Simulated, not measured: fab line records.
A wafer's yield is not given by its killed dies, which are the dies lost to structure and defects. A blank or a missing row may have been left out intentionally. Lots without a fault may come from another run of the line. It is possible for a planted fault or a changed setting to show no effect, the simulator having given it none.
fab line records -- flow n5Finfet
[record] lots = 9, wafers = 26, lastDay = 16
route steps=1938 shown SPACER0@260 BEOL_M4@1095 BEOL_M5@1113
lots that met no fault: taken from a fault-free run of the same line
startH: hours from the record's first day to the start of the lot's first wafer shown -- waitH: time in hours since the lot's previous step -- " repeats the value in the row above -- L1.1+2: a single row standing in for several wafers -- - no value, or no start was given -- * or withheld: withheld -- < > ~ a bound
route shown NAME@n: NAME is a module with steps in the file, n the number in the route of the first one -- usual: mean/standard deviation of fault-free wafers -- same: alike in all rows -- chamber/n: place in a boat -- sites: each site's reading -- _std_site: the values' standard deviation -- _edge_site: inner sites' mean taken away from outer sites' mean -- radiusMm: how far each site lies from the wafer's centre -- mask NAME#n: copy n -- behind: the last tool/chamber to shape the wafer -- hold: reason for holding the lot/hours on hold/outcome of the hold -- device: whichever transistor did not switch (one of n, p or np) -- end of line: the same wafers' tests at the end of the route -- where a step has no rows: the recipe by itself -- killed: dies that structure and defects cost at the first sort, which is not the same as the wafer's yield -- map: per-die view of a wafer (x killed, . not killed, _ where there is no die)
set.NAME: the setting as run; set.NAME@STEP: as run at that earlier step -- model.NAME: the simulator's own value behind a step, which no gauge read
the route's steps for a sample of lots (tables are steps, rows are wafers)
services: when a tool's chamber went out of use (startH, in hours from the record's first day, below 0 if earlier), for how many hours, and the reason
[[steps]]
[step N5_SPACER0_ALD_08]
[recipe] material = SiNx, targetThkA = 20, tempC = 400, aldPrecursorFamily = SiH2I2, aldCoReactant = N2/H2-plasma, pressureTorr = 2
[usual] heaterPowerW = 841/99
lot.wafer,tool,chamber,startH,waitH,heaterPowerW
L446.3,aldSin-03,2,54.24,0.1,910
L446.5,aldSin-03,0,54.24,0.1,765
L446.6,aldSin-03,1,54.24,0.1,873
L448.1,aldSin-01,0,66.88,0.1,1084
L448.4,aldSin-01,2,66.88,0.1,693
L448.6,aldSin-01,0,66.88,0.1,1054
L452.2,aldSin-04,2,91.75,0.1,871
L452.4,aldSin-04,1,91.75,0.1,773
L452.5,aldSin-04,3,91.75,0.1,714
L453.3,aldSin-01,1,101.14,0.1,859
L453.4,aldSin-01,2,101.14,0.1,695
L453.5,aldSin-01,2,101.14,0.1,709
L456.2,aldSin-03,0,116.48,0.1,778
L456.4,aldSin-03,2,116.48,0.1,867
L456.5,aldSin-03,2,116.48,0.1,867
L457.2,aldSin-03,2,119.69,0.1,855
L457.4,aldSin-03,3,119.69,0.1,775
L457.6,aldSin-03,3,119.69,0.1,791
L460.1,aldSin-03,0,138.06,0.1,796
L460.4,aldSin-03,3,138.06,0.1,780
L462.1,aldSin-03,3,156.66,0.1,775
L462.2,aldSin-03,2,156.66,0.1,854
L462.5,aldSin-03,3,156.66,0.1,757
L463.1,aldSin-03,1,158.77,0.1,852
L463.4,aldSin-03,3,158.77,0.1,783
L463.5,aldSin-03,1,158.77,0.1,833
[step N5_BEOL_M4_ANNEAL_91]
[recipe] tempC = 400, timeS = 240, ambient = vacuum
[usual] heaterPowerW = 819/61
lot.wafer,tool,chamber,startH,waitH,heaterPowerW
L446.3,pvdSputter-02,-,169.92,0.0,822
L446.5,pvdSputter-02,-,169.92,0.0,865
L446.6,pvdSputter-02,-,169.92,0.0,892
L448.1,pvdSputter-02,-,172.88,0.0,811
L448.4,pvdSputter-02,-,172.88,0.0,857
L448.6,pvdSputter-02,-,172.88,0.0,809
L452.2,pvdSputter-02,-,223.56,0.0,838
L452.4,pvdSputter-02,-,223.56,0.0,878
L452.5,pvdSputter-02,-,223.56,0.0,862
L456.2,pvdSputter-02,-,231.53,0.0,873
L456.4,pvdSputter-02,-,231.53,0.0,815
L456.5,pvdSputter-02,-,231.53,0.0,860
L453.3,pvdSputter-03,-,231.73,0.0,786
L453.4,pvdSputter-03,-,231.73,0.0,856
L453.5,pvdSputter-03,-,231.73,0.0,737
L457.2,pvdSputter-02,-,246.07,0.0,801
L457.4,pvdSputter-02,-,246.07,0.0,862
L457.6,pvdSputter-02,-,246.07,0.0,878
L460.1,pvdSputter-01,-,258.24,0.0,858
L460.4,pvdSputter-01,-,258.24,0.0,803
L463.1,pvdSputter-03,-,279.23,0.0,860
L463.4,pvdSputter-03,-,279.23,0.0,708
L463.5,pvdSputter-03,-,279.23,0.0,804
L462.1,pvdSputter-03,-,281.07,0.0,879
L462.2,pvdSputter-03,-,281.07,0.0,714
L462.5,pvdSputter-03,-,281.07,0.0,851
[step N5_BEOL_M4_CMP_52]
[recipe] stopOn = SiOC, tOverpolishS = 6.8, downForcePsi = 1, platenRpm = 50, clearingPlatenDownForcePsi = 1.5, clearingPlatenRpm = 50, postCmpClean = cuAlkaline, targetThkNm = 40, clearingPlatenPadVelocityMS = 0.99484, padVelocityMS = 0.99484
[usual] barrierFieldEndpointS = 24.7/0.57, headPressurePsi = 0.9996/0.0021, motorCurrentA = 6.2/0.64, overpolishRunS = 6.800/0.0094, padLifeWafers = 1029/610, platenRpm = 49.99/0.033, retainingRingPressureFrac = 0.999/0.005, slurryFlowMlMin = 150.1/0.46, timeToEndpointS = 62.7/2.9
lot.wafer,tool,chamber,startH,waitH,barrierFieldEndpointS,headPressurePsi,motorCurrentA,overpolishRunS,padLifeWafers,platenRpm,retainingRingPressureFrac,slurryFlowMlMin,timeToEndpointS
L446.3,cmp-01,1,171.07,0.2,24.3,0.9990,6.6,6.784,1178,50.03,1.002,149.8,69.4
L446.5,cmp-01,3,171.07,0.2,24.9,0.9984,6.2,6.803,-,49.98,0.989,149.5,69.2
L446.6,cmp-01,0,171.07,0.2,24.8,0.9991,6.2,6.812,-,49.94,0.990,150.1,68.9
L448.1,cmp-01,1,174.04,0.3,25.0,1.0026,7.1,6.802,1232,50.04,1.008,149.2,64.4
L448.4,cmp-01,2,174.04,0.3,24.3,0.9977,7.1,6.786,1233,49.97,1.005,150.0,61.1
L448.6,cmp-01,0,174.04,0.3,24.9,1.0000,6.4,6.808,-,50.00,0.996,150.0,63.7
L452.4,cmp-03,1,224.67,0.2,24.6,1.0009,5.3,6.792,1729,50.00,0.994,150.0,60.9
L452.2,cmp-03,2,224.67,0.2,24.3,0.9992,5.5,6.802,1730,50.00,1.010,150.1,60.8
L452.5,cmp-03,0,224.67,0.2,24.2,0.9977,6.1,6.814,-,50.04,1.004,150.7,60.0
L456.2,cmp-02,0,232.60,0.2,24.1,0.9994,5.8,6.795,684,49.98,0.999,149.4,62.3
L456.4,cmp-02,1,232.60,0.2,24.5,0.9986,6.0,6.805,685,50.04,0.994,149.8,61.8
L456.5,cmp-02,1,232.60,0.2,24.9,0.9986,5.7,6.794,-,49.96,0.986,149.0,65.3
L453.3,cmp-02,1,233.17,0.2,24.3,1.0005,6.1,6.793,692,49.96,0.999,150.0,64.6
L453.4,cmp-02,2,233.17,0.2,24.7,0.9971,5.3,6.799,693,49.98,0.999,149.8,63.2
L453.5,cmp-02,3,233.17,0.2,24.5,0.9997,6.9,6.812,-,49.96,0.999,150.1,62.9
L457.4,cmp-03,0,247.14,0.1,25.6,1.0004,6.1,6.804,1884,49.99,0.998,150.2,63.3
L457.2,cmp-03,2,247.14,0.1,24.1,1.0016,5.8,6.812,1886,49.93,0.992,150.8,62.5
L457.6,cmp-03,1,247.14,0.1,24.4,0.9981,4.8,6.787,-,49.93,0.996,149.8,58.8
L460.1,cmp-02,1,259.31,0.3,24.4,0.9974,5.9,6.806,888,50.02,0.996,150.2,61.8
L460.4,cmp-02,2,259.31,0.3,25.2,1.0018,5.7,6.789,889,49.94,1.001,149.4,63.3
L463.4,cmp-02,0,280.36,0.1,24.7,1.0007,5.1,6.811,1110,50.05,1.004,149.8,58.3
L463.1,cmp-02,2,280.36,0.1,25.4,1.0018,5.3,6.796,1112,50.00,0.995,150.9,66.5
L463.5,cmp-02,0,280.36,0.1,25.2,0.9998,5.5,6.805,-,50.03,1.003,150.3,57.8
L462.2,cmp-01,0,282.18,0.2,25.4,1.0044,6.6,6.813,121,49.99,1.003,149.9,63.4
L462.1,cmp-01,2,282.18,0.2,24.1,1.0004,6.9,6.816,123,49.97,1.001,150.1,59.1
L462.5,cmp-01,0,282.18,0.2,25.5,1.0021,6.3,6.776,-,49.99,1.007,149.5,63.1
[step N5_BEOL_M4_RC_MEAS_101]
[usual] DIBL_N = 36.3/1.2, DIBL_P = 36.7/1.5, IOFF_N = 0.164/0.02, IOFF_N_85C = 3.2/0.34, IOFF_N_LIN = 0.075/0.0075, IOFF_P = 0.214/0.024, IOFF_P_85C = 3.7/0.34, IOFF_P_LIN = 0.101/0.009, ION_N = 673/8.5, ION_P = 461/5.9, REXT_N = 75.3/1.5, REXT_P = 100.7/2.1, SS_N = 71.6/0.44, SS_P = 73.3/0.55, VT_N = 249.4/2.4, VT_P = -250.0/2.3
lot.wafer,tool,chamber,startH,waitH,DIBL_N[mV/V],DIBL_P[mV/V],IOFF_N[nA/um],IOFF_N_85C[nA/um],IOFF_N_LIN[nA/um],IOFF_P[nA/um],IOFF_P_85C[nA/um],IOFF_P_LIN[nA/um],ION_N[uA/um],ION_P[uA/um],REXT_N[ohm.um],REXT_P[ohm.um],SS_N[mV/dec],SS_P[mV/dec],VT_N[mV],VT_P[mV]
L446.3,prober-02,0,172.04,0.3,36.6,35.3,0.157,3.0,0.074,0.211,3.6,0.099,666,463,75.1,101.2,71.3,72.8,249.4,-248.3
L446.5,prober-02,0,172.04,0.3,36.5,34.2,0.150,2.9,0.069,0.201,3.5,0.096,667,459,73.6,100.5,72.1,73.1,252.6,-251.7
L446.6,prober-02,0,172.04,0.3,37.0,35.8,0.172,3.2,0.078,0.227,3.9,0.105,672,464,74.2,99.8,71.7,73.0,248.8,-248.0
L448.1,prober-02,0,174.60,0.0,37.0,37.7,0.187,3.6,0.084,0.214,3.8,0.100,688,461,74.1,98.4,72.5,73.3,246.9,-248.0
L448.4,prober-02,0,174.60,0.0,35.4,36.0,0.150,3.0,0.071,0.183,3.3,0.089,673,456,75.0,98.6,71.9,73.1,251.1,-253.8
L448.6,prober-02,0,174.60,0.0,34.7,35.2,0.138,2.8,0.066,0.173,3.2,0.086,665,456,75.9,97.5,71.7,72.8,250.6,-253.1
L452.2,prober-02,0,225.39,0.2,34.4,35.5,0.140,2.9,0.067,0.198,3.4,0.098,668,457,76.3,105.3,71.3,72.5,252.3,-248.4
L452.4,prober-02,0,225.39,0.2,36.3,37.5,0.174,3.4,0.078,0.229,3.9,0.107,675,464,77.5,102.9,71.7,73.4,248.8,-248.3
L452.5,prober-02,0,225.39,0.2,35.7,36.6,0.159,3.1,0.074,0.215,3.7,0.103,668,458,76.5,103.3,71.5,73.4,250.5,-249.8
L456.2,prober-02,0,233.36,0.2,38.5,39.1,0.217,3.9,0.093,0.266,4.5,0.119,692,470,74.6,104.4,72.3,74.8,247.0,-248.6
L456.4,prober-02,0,233.36,0.2,36.8,37.5,0.172,3.3,0.076,0.242,4.1,0.110,673,459,75.4,103.6,72.2,74.5,250.8,-247.8
L456.5,prober-02,0,233.36,0.2,35.9,35.4,0.151,2.9,0.069,0.201,3.6,0.097,667,456,74.7,104.9,71.6,73.4,251.7,-251.3
L453.3,prober-01,0,234.01,0.3,36.1,37.7,0.172,3.3,0.077,0.219,3.8,0.104,683,464,73.1,102.0,71.6,73.4,248.2,-248.6
L453.4,prober-01,0,234.01,0.3,35.7,37.2,0.164,3.1,0.074,0.210,3.6,0.100,677,464,73.3,102.0,72.1,73.6,248.6,-251.2
L453.5,prober-01,0,234.01,0.3,37.2,39.5,0.199,3.7,0.088,0.248,4.1,0.112,689,465,73.5,102.5,72.6,75.0,244.6,-247.5
L457.2,prober-02,0,247.90,0.2,37.8,36.6,0.164,3.1,0.076,0.201,3.6,0.096,673,456,76.1,99.0,71.4,73.5,248.8,-251.1
L457.4,prober-02,0,247.90,0.2,36.2,35.0,0.148,2.9,0.070,0.183,3.3,0.091,663,451,77.1,98.6,71.5,73.3,250.9,-253.0
L457.6,prober-02,0,247.90,0.2,37.2,35.5,0.161,3.1,0.073,0.202,3.6,0.097,663,451,76.8,99.5,72.0,73.1,250.2,-249.0
L460.1,prober-02,0,259.92,0.0,40.7,40.6,0.238,4.3,0.100,0.335,5.5,0.151,698,490,69.5,92.2,72.3,74.0,243.8,-239.8
L460.4,prober-02,0,259.92,0.0,34.9,35.7,0.131,2.6,0.062,0.195,3.5,0.098,666,462,75.2,99.4,71.6,73.3,253.9,-247.2
L463.1,prober-01,0,280.96,0.0,37.6,39.1,0.193,3.7,0.086,0.276,4.6,0.126,690,478,69.5,92.7,72.0,73.4,246.5,-244.9
L463.4,prober-01,0,280.96,0.0,32.4,33.5,0.114,2.4,0.056,0.160,2.9,0.083,662,455,75.0,99.4,71.1,72.2,254.5,-253.9
L463.5,prober-01,0,280.96,0.0,34.8,36.5,0.151,3.0,0.070,0.200,3.5,0.097,660,454,74.3,98.8,70.9,73.3,249.7,-249.8
L462.1,prober-02,0,282.84,0.0,39.7,40.1,0.259,4.8,0.113,0.320,5.1,0.137,704,480,71.5,93.4,72.6,74.1,242.0,-245.7
L462.2,prober-02,0,282.84,0.0,35.6,36.9,0.173,3.4,0.083,0.209,3.6,0.098,675,461,78.3,102.1,72.3,73.1,249.2,-250.9
L462.5,prober-02,0,282.84,0.0,35.6,36.2,0.174,3.4,0.080,0.202,3.5,0.094,682,459,77.4,100.2,72.5,73.6,247.9,-251.1
[step N5_BEOL_M5_CURE_79]
[recipe] tempC = 385, timeS = 240, ambient = He/Ar, material = SiCOH_lowk
[usual] lampPowerPct = 52.32/0.055, wafer_temp_C_max = 387.0/0.64
lot.wafer,tool,chamber,startH,waitH,lampPowerPct,wafer_temp_C_max
L446.3,uvCure-01,0,173.08,0.2,52.31,386.3
L446.5,uvCure-01,0,173.08,0.2,52.46,386.5
L446.6,uvCure-01,0,173.08,0.2,52.35,386.0
L448.1,uvCure-01,2,175.64,0.1,52.34,386.3
L448.4,uvCure-01,2,175.64,0.1,52.31,387.3
L448.6,uvCure-01,2,175.64,0.1,52.31,386.6
L452.2,uvCure-02,0,226.34,0.1,52.32,386.0
L452.4,uvCure-02,0,226.34,0.1,52.37,386.2
L452.5,uvCure-02,0,226.34,0.1,52.32,386.7
L456.2,uvCure-03,2,234.32,0.1,52.39,387.7
L456.4,uvCure-03,2,234.32,0.1,52.40,389.0
L456.5,uvCure-03,2,234.32,0.1,52.33,387.7
L453.3,uvCure-02,2,234.88,0.2,52.29,387.1
L453.4,uvCure-02,2,234.88,0.2,52.42,386.8
L453.5,uvCure-02,2,234.88,0.2,52.32,386.4
L457.2,uvCure-03,2,249.06,0.3,52.29,387.4
L457.4,uvCure-03,2,249.06,0.3,52.23,387.0
L457.6,uvCure-03,2,249.06,0.3,52.32,387.3
L460.1,uvCure-02,2,260.94,0.0,52.33,386.7
L460.4,uvCure-02,2,260.94,0.0,52.29,386.8
L463.1,uvCure-03,1,281.99,0.0,52.42,386.6
L463.4,uvCure-03,1,281.99,0.0,52.35,386.6
L463.5,uvCure-03,1,281.99,0.0,52.24,387.4
L462.1,uvCure-03,2,283.86,0.0,52.29,386.9
L462.2,uvCure-03,2,283.86,0.0,52.29,388.2
L462.5,uvCure-03,2,283.86,0.0,52.27,387.1
[[services]]
tool,chamber,startH,hours,kind
aldSin-03,-,33.68,0.3,repair
cmp-02,-,48.49,7.1,pm
cmp-01,-,51.19,0.5,repair
uvCure-03,-,61.91,5.0,pm
cmp-01,-,66.24,3.9,pm
cmp-02,-,68.16,3.3,repair
aldSin-03,2,78.97,1.4,repair
cmp-01,-,82.45,2.5,repair
aldSin-03,-,85.46,14.0,pm
uvCure-02,-,109.26,1.0,pm
aldSin-03,-,114.28,0.5,repair
aldSin-03,-,132.48,2.8,pm
cmp-02,-,142.18,7.5,pm
uvCure-03,-,146.90,0.8,repair
cmp-02,-,153.77,4.0,pm
aldSin-03,-,166.32,13.6,repair
uvCure-02,-,177.95,0.9,repair
aldSin-03,-,179.96,6.0,pm
uvCure-03,-,238.98,1.0,pm
aldSin-03,3,248.26,2.9,repair
uvCure-03,-,251.75,7.5,pm
cmp-01,-,263.13,2.2,repair
aldSin-03,2,264.82,6.0,repair
cmp-01,-,266.86,4.0,pm
[[key]]
[firstSign] step = N5_BEOL_M4_RC_MEAS_101, reading = IOFF_P, direction = up, sigmas = 4.1, usual = 0.214, struck = 0.310
[effect] step = N5_BEOL_M4_RC_MEAS_101, reading = IOFF_P_LIN, direction = up, sigmas = 4.1, usual = 0.101, struck = 0.138
[effect] step = N5_BEOL_M4_RC_MEAS_101, reading = IOFF_P_85C, direction = up, sigmas = 4, usual = 3.7, struck = 5.1
[effect] step = N5_BEOL_M4_RC_MEAS_101, reading = REXT_P, direction = down, sigmas = 3.8, usual = 100.7, struck = 92.8
[effect] step = N5_BEOL_M4_RC_MEAS_101, reading = ION_P, direction = up, sigmas = 3.7, usual = 461, struck = 483
[effect] step = N5_BEOL_M4_RC_MEAS_101, reading = REXT_N, direction = down, sigmas = 3.5, usual = 75.3, struck = 70.2
[effect] step = N5_BEOL_M4_RC_MEAS_101, reading = IOFF_N_85C, direction = up, sigmas = 3.3, usual = 3.2, struck = 4.3
[effect] step = N5_BEOL_M4_RC_MEAS_101, reading = IOFF_N, direction = up, sigmas = 3.3, usual = 0.164, struck = 0.230
[effect] step = N5_BEOL_M4_RC_MEAS_101, reading = IOFF_N_LIN, direction = up, sigmas = 3.2, usual = 0.075, struck = 0.099
[effect] step = N5_BEOL_M4_RC_MEAS_101, reading = ION_N, direction = up, sigmas = 2.9, usual = 673, struck = 697
[effect] step = N5_BEOL_M4_RC_MEAS_101, reading = VT_P, direction = up, sigmas = 2.8, usual = -250.0, struck = -243.5
[effect] step = N5_BEOL_M4_RC_MEAS_101, reading = DIBL_N, direction = up, sigmas = 2.4, usual = 36.3, struck = 39.3
metAt N5_SPACER0_ALD_08
struckLots L460,L462,L463
struckWafers L460.1,L462.1,L463.1
notActingAt N5_BEOL_M4_ANNEAL_91,N5_BEOL_M4_CMP_52,N5_BEOL_M5_CURE_79
onsetBetween 119.69 138.06
[fault] kind = processParameterDrift, tool = aldSin-03, chamber = -, onsetH = 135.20, steps = N5_SPACER0_ALD_08, channel = targetThkA, offset = *, shape = step, endH = 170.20, scope = struckWafersOnly, actsIn = *, stated = *
